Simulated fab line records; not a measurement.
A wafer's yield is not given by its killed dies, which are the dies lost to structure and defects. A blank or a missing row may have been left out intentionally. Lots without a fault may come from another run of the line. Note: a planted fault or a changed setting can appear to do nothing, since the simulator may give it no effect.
Matching of chambers + flow nand_harc + rie_diel-10 running NHARC_P_GATE_ETCH_104: 4 sister chambers
The step etches the open film in CF4/CHF3, target depth 60 nm. 4 wafers are shown with their chamber, then 8 later ones without.

EACH WAFER AND ITS CHAMBER
| wafer  | chamber | drypump_motor_current_A (A) |
|--------|---------|-----------------------------|
| L084.1 | 0       | 5.9                         |
| L090.4 | 3       | 5.7                         |
| L090.5 | 2       | 5.4                         |
| L094.1 | 1       | 5.8                         |

WAFERS WHOSE CHAMBER IS MISSING
| wafer  | drypump_motor_current_A (A) |
|--------|-----------------------------|
| L094.2 | 5.4                         |
| L094.3 | 5.9                         |
| L093.1 | 5.5                         |
| L093.3 | 5.8                         |
| L093.4 | 5.7                         |
| L096.2 | 5.5                         |
| L096.3 | 5.7                         |
| L096.6 | 5.9                         |

EACH ONE'S CHAMBER
| wafer  | from the rows above | in truth |
|--------|---------------------|----------|
| L094.2 | 2                   | 2        |
| L094.3 | 0                   | 0        |
| L093.1 | 2                   | 2        |
| L093.3 | 1                   | 1        |
| L093.4 | 3                   | 3        |
| L096.2 | 2                   | 2        |
| L096.3 | 3                   | 3        |
| L096.6 | 0                   | 0        |
Correctly placed: 8 of 8. Not placeable from these rows: 0. Placed wrongly: 0.
How it was worked out, from the rows above alone: a wafer's distance from a chamber is the root of the sum, over the readings, of the square of ((its reading less the chamber's mean) divided by the reading's scatter). The wafer belongs to the nearest chamber; if the next one is less than 2 further off, it can't be placed. For every chamber, the mean is computed from those of its wafers that are shown. The scatter: root of mean squared gap, hidden wafer to nearest shown wafer, with one shown wafer a chamber.
